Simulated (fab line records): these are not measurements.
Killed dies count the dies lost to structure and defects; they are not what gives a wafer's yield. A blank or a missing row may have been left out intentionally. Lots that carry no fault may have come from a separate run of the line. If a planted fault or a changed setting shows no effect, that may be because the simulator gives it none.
Chamber matching :: flow n5_finfet :: N5_BEOL_M2_PRE_CLEAN_60 on cvd_co-01: 3 sister chambers
The step time 15 s. 36 wafers are shown with their chamber, then 12 later ones without.

EACH WAFER AND ITS CHAMBER
wafer: L074.1
chamber: 1
heater_power_w (W): 39

wafer: L074.3
chamber: 2
heater_power_w (W): 50

wafer: L074.5
chamber: 2
heater_power_w (W): 50

wafer: L075.2
chamber: 0
heater_power_w (W): 142

wafer: L075.3
chamber: 1
heater_power_w (W): 39

wafer: L075.6
chamber: 2
heater_power_w (W): 50

wafer: L077.2
chamber: 2
heater_power_w (W): 51

wafer: L077.5
chamber: 1
heater_power_w (W): 39

wafer: L077.6
chamber: 2
heater_power_w (W): 50

wafer: L076.1
chamber: 1
heater_power_w (W): 39

wafer: L076.2
chamber: 2
heater_power_w (W): 49

wafer: L076.4
chamber: 1
heater_power_w (W): 40

wafer: L081.2
chamber: 0
heater_power_w (W): 142

wafer: L081.5
chamber: 0
heater_power_w (W): 144

wafer: L081.6
chamber: 2
heater_power_w (W): 51

wafer: L082.2
chamber: 1
heater_power_w (W): 40

wafer: L082.3
chamber: 0
heater_power_w (W): 143

wafer: L082.5
chamber: 1
heater_power_w (W): 40

wafer: L083.3
chamber: 2
heater_power_w (W): 51

wafer: L083.4
chamber: 2
heater_power_w (W): 50

wafer: L083.5
chamber: 0
heater_power_w (W): 149

wafer: L084.2
chamber: 2
heater_power_w (W): 51

wafer: L084.4
chamber: 1
heater_power_w (W): 40

wafer: L084.5
chamber: 2
heater_power_w (W): 52

wafer: L085.2
chamber: 1
heater_power_w (W): 40

wafer: L085.3
chamber: 0
heater_power_w (W): 142

wafer: L085.4
chamber: 1
heater_power_w (W): 39

wafer: L086.2
chamber: 0
heater_power_w (W): 146

wafer: L086.3
chamber: 2
heater_power_w (W): 53

wafer: L086.4
chamber: 2
heater_power_w (W): 51

wafer: L087.1
chamber: 1
heater_power_w (W): 39

wafer: L087.4
chamber: 2
heater_power_w (W): 51

wafer: L087.6
chamber: 1
heater_power_w (W): 40

wafer: L089.2
chamber: 2
heater_power_w (W): 52

wafer: L089.3
chamber: 0
heater_power_w (W): 144

wafer: L089.5
chamber: 2
heater_power_w (W): 50

SIGNATURES, as means of the wafers listed above
reading: heater_power_w
chamber 0: 144.00
chamber 1: 39.50
chamber 2: 50.75
scatter within a chamber: 1.35
Rule: distance of a wafer from a chamber = root of the sum over the readings of ((wafer's reading minus chamber's mean) / reading's scatter) squared. The wafer belongs to the nearest chamber; if the next one is less than 2 further off, it can't be placed. The scatter: take each reading less its chamber's mean, square it, sum over the shown wafers, divide by the number of wafers less the number of chambers, and take the root.

WAFERS MISSING THEIR CHAMBER
wafer: L090.2
heater_power_w (W): 40

wafer: L090.3
heater_power_w (W): 51

wafer: L090.6
heater_power_w (W): 51

wafer: L092.1
heater_power_w (W): 144

wafer: L092.2
heater_power_w (W): 41

wafer: L092.6
heater_power_w (W): 40

wafer: L091.1
heater_power_w (W): 52

wafer: L091.3
heater_power_w (W): 146

wafer: L091.6
heater_power_w (W): 147

wafer: L095.4
heater_power_w (W): 40

wafer: L095.5
heater_power_w (W): 53

wafer: L095.6
heater_power_w (W): 140

WHICH CHAMBER EACH ONE RAN IN
wafer: L090.2
from the rows above: 1
in truth: 1

wafer: L090.3
from the rows above: 2
in truth: 2

wafer: L090.6
from the rows above: 2
in truth: 2

wafer: L092.1
from the rows above: 0
in truth: 0

wafer: L092.2
from the rows above: 1
in truth: 1

wafer: L092.6
from the rows above: 1
in truth: 1

wafer: L091.1
from the rows above: 2
in truth: 2

wafer: L091.3
from the rows above: 0
in truth: 0

wafer: L091.6
from the rows above: 0
in truth: 0

wafer: L095.4
from the rows above: 1
in truth: 1

wafer: L095.5
from the rows above: 2
in truth: 2

wafer: L095.6
from the rows above: 0
in truth: 0
Correct placement for 12 of the 12. Number that these rows cannot place: 0. 0 placed wrongly.
